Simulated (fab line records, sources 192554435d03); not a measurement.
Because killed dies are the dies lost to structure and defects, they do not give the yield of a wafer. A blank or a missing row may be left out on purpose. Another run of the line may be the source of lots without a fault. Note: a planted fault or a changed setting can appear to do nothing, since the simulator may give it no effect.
Matching of chambers || flow n5Finfet || rieDiel-06 running N5_MOL_CONTACT_COAG_ETCHBACK_132: 4 sister chambers
The step etches SiO2 in CHF3, target depth 10 nm, time 6.7 s. 4 wafers are shown with their chamber, then 7 later ones without.

## WAFERS, EACH WITH ITS CHAMBER
{"wafer": "L081.2", "chamber": 1, "rfVppV (V)": 519}
{"wafer": "L081.5", "chamber": 0, "rfVppV (V)": 502}
{"wafer": "L083.2", "chamber": 2, "rfVppV (V)": 538}
{"wafer": "L083.4", "chamber": 3, "rfVppV (V)": 552}

## WAFERS WHOSE CHAMBER IS MISSING
{"wafer": "L083.6", "rfVppV (V)": 502}
{"wafer": "L089.1", "rfVppV (V)": 518}
{"wafer": "L089.2", "rfVppV (V)": 553}
{"wafer": "L089.5", "rfVppV (V)": 502}
{"wafer": "L091.1", "rfVppV (V)": 538}
{"wafer": "L091.3", "rfVppV (V)": 502}
{"wafer": "L091.5", "rfVppV (V)": 551}

## EACH ONE'S CHAMBER
{"wafer": "L083.6", "from the rows above": 0, "in truth": 0}
{"wafer": "L089.1", "from the rows above": 1, "in truth": 1}
{"wafer": "L089.2", "from the rows above": 3, "in truth": 3}
{"wafer": "L089.5", "from the rows above": 0, "in truth": 0}
{"wafer": "L091.1", "from the rows above": 2, "in truth": 2}
{"wafer": "L091.3", "from the rows above": 0, "in truth": 0}
{"wafer": "L091.5", "from the rows above": 3, "in truth": 3}
Placed correctly: 7 of 7. From these rows, 0 cannot be placed. 0 placed wrongly.
How it was worked out, from the rows above alone: a wafer's distance from a chamber is the root of the sum, over the readings, of the square of ((its reading less the chamber's mean) divided by the reading's scatter). If the next closest chamber is less than 2 further off than the closest, the wafer can't be placed; otherwise it belongs to the closest. Each chamber's mean is taken over the wafers shown for it. The scatter (one wafer shown for each chamber): square how far every hidden wafer sits from the nearest shown wafer, average those squares and take the square root.
